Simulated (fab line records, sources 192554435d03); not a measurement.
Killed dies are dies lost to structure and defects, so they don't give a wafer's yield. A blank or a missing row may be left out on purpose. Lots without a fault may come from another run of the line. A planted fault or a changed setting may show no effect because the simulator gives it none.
A struck lot beside a sound one | flow n5_finfet | 15 steps out of a route of 1938
Sound: wafers L604.2, L604.4, L604.6. Struck: wafers L621.4, L621.5, L621.6. The cause comes at the end.
At each step with rows: each side's tool, then ch and its chambers, then its first start. Under that, the readings that differ: sound wafers | struck wafers | difference of the means | sigmas: that difference in standard deviations of wafers without a fault.
alike: readings whose means differ by less than 2 such deviations, and words and numbers that are the same on both sides. not compared: withheld readings, readings that some wafer has no value for, bounds like >300 that may hide the same value, and numbers for which the record gives no deviation and whose values overlap.
The two part at a step that has a row with sigmas, a row that says differs or no value, or rows on one side only. Numbers that don't overlap but have no deviation are shown without sigmas and don't part them. A reading that every wafer of one side lacks parts them only if that side has two wafers or more.

first, 3 steps without rows for these wafers: N5_BEOL_M7_EXPOSE_25 (exposes mask V6, target cd 40 nm); N5_BEOL_M7_PEB_26 (peb time 60 s); N5_BEOL_M7_DEVELOP_27 (develop time 30 s).
N5_BEOL_M7_CD_MEAS_28: target cd 40 nm.
  sound on cd_sem-02 ch 0, day 9 10:28; struck on cd_sem-01 ch 0, day 14 05:04
  alike: cd_nm
N5_BEOL_M7_OVL_MEAS_29:
  sound on overlay-01 ch 0, day 9 10:30; struck on overlay-02 ch 0, day 14 05:07
  reading     | sound       | struck         | difference | sigmas
  V6_OVL (nm) | 0.6 0.0 0.2 | -1.2 -0.9 -1.1 | -1.3       | -2
N5_BEOL_M7_INSPECT_30: inspects for defects (brightfield).
  sound on defect_inspect-02, day 9 10:33; struck on defect_inspect-01, day 14 05:10
  alike: raw_defect_count
N5_BEOL_M7_DESCUM_33: chemistry O2, time 7 s.
  sound on rie_diel-03 ch 0,1,2, day 9 10:35; struck on rie_diel-03 ch 0,1,3, day 14 05:11
  alike: drypump_motor_current_A, oes_product_au, rf_fwd_power_W, rf_vpp_V, showerhead_plenum_p_Torr, throttle_valve_pct
  not compared: rf_hours_counter_h
N5_BEOL_M7_ETCH_72: etches underlayer in N2/H2, target depth 6.5 nm, time 5.2 s.
  sound on rie_diel-03 ch 0,1,2, day 9 10:37; struck on rie_diel-03 ch 0,1,3, day 14 05:14
  alike: drypump_motor_current_A, etch_rf_on_time_s, oes_product_au, rf_fwd_power_W, rf_vpp_V, showerhead_plenum_p_Torr, throttle_valve_pct
  not compared: rf_hours_counter_h
N5_BEOL_M7_ETCH_65: etches SiARC in CF4, target depth 15.6 nm, time 26 s.
  sound on rie_diel-03 ch 0,1,2, day 9 10:38; struck on rie_diel-03 ch 0,1,3, day 14 05:14
  alike: drypump_motor_current_A, etch_rf_on_time_s, oes_product_au, rf_fwd_power_W, rf_vpp_V, showerhead_plenum_p_Torr, throttle_valve_pct
  not compared: rf_hours_counter_h
N5_BEOL_M7_ETCH_66: etches SOC in N2/H2, target depth 80 nm, overetch 16 nm, time 120 s.
  sound on rie_diel-03 ch 0,1,2, day 9 10:40; struck on rie_diel-03 ch 0,1,3, day 14 05:16
  alike: drypump_motor_current_A, oes_product_au, rf_fwd_power_W, rf_vpp_V, showerhead_plenum_p_Torr, throttle_valve_pct
  not compared: rf_hours_counter_h
then, 2 steps without rows for these wafers: N5_BEOL_M7_STRIP_69 (strips in N2/H2); N5_BEOL_M7_STRIP_73 (strips in N2/H2).
N5_BEOL_M7_VIA_ETCH_34: etches SiCOH lowk in C4F6/O2, target depth 125.5 nm, time 50.5 s.
  sound on rie_diel-03 ch 0,1,2, day 9 10:46; struck on rie_diel-03 ch 0,1,3, day 14 05:22
  reading                  | sound             | struck            | difference | sigmas
  oes_f_703_au (a.u.)      | 0.72 0.76 0.75    | 0.64 0.50 0.53    | -0.19      | -2
  rf_fwd_power_W (W)       | 340.7 343.3 340.4 | 259.1 258.6 260.2 | -82.2      | -63
  rf_vpp_V (V)             | 682 656 684       | 785 785 754       | +101       | +8
  model.etch.depth_nm (nm) | 124.9 125.2 124.3 | 113.9 113.7 110.7 | -12.0      |
  alike: drypump_motor_current_A, oes_product_au, showerhead_plenum_p_Torr, throttle_valve_pct
  not compared: rf_hours_counter_h, model.SOC_of_BEOL_M7_COAT_63.thk_nm
then, 2 steps without rows for these wafers: N5_BEOL_M7_STRIP_76 (strips in C4F6/O2); N5_PASSIVATION_PROBE_49.

WHERE THEY PART
First at N5_BEOL_M7_OVL_MEAS_29; last, within this record, at N5_BEOL_M7_VIA_ETCH_34.

WHY: what the simulator had put in
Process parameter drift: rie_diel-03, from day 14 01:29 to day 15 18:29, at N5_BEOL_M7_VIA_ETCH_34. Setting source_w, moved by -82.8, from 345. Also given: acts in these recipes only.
